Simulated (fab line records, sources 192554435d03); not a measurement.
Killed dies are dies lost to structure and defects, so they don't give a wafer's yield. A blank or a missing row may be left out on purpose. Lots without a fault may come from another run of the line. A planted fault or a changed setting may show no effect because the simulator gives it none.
Which tool did it? | flow n5_finfet | 9 lots, 27 wafers sampled, at 1 step of a route of 1938

WHAT THE GAUGES READ, wafer by wafer
N5_SPACER0_INSPECT_04: inspects for defects (darkfield).
lot  | measured    | on                | raw_defect_count
L806 | day 3 00:41 | defect_inspect-01 | 88 114 124
L809 | day 3 17:46 | defect_inspect-02 | 140 72 78
L811 | day 4 07:15 | defect_inspect-02 | 127 146 152
L819 | day 6 07:02 | defect_inspect-01 | 140 122 113
L820 | day 6 15:46 | defect_inspect-02 | 129 158 110
L823 | day 7 07:22 | defect_inspect-01 | 123 148 148
L824 | day 7 16:39 | defect_inspect-01 | 159 137 174
L825 | day 7 20:59 | defect_inspect-01 | 98 118 142
L828 | day 8 12:23 | defect_inspect-01 | 122 109 144

WHICH TOOL RAN EACH LOT (tool, then ch and the chambers of the sampled wafers, then the start)
The record holds no process step before these readings.

THE ANSWER, worked out from the rows above alone
Rule: what is usual is taken from the lots themselves. Put in order of their means at a reading, lots are off if they are a third of the lots or fewer, leave a main group of 4 or more, and stand apart from it by a gap of 3 or more times the standard deviation of the main group's means; of several such gaps the widest counts. A main group whose means are all the same, to the digits that the tables above print for the reading, isn't used. A lot without any number at a reading at which 4 lots or more have one is off too. The other lots that the step has rows for count as sound.
No lot is off at any reading shown: from this, nothing can be told.

WHAT THE SIMULATOR HAD PUT IN
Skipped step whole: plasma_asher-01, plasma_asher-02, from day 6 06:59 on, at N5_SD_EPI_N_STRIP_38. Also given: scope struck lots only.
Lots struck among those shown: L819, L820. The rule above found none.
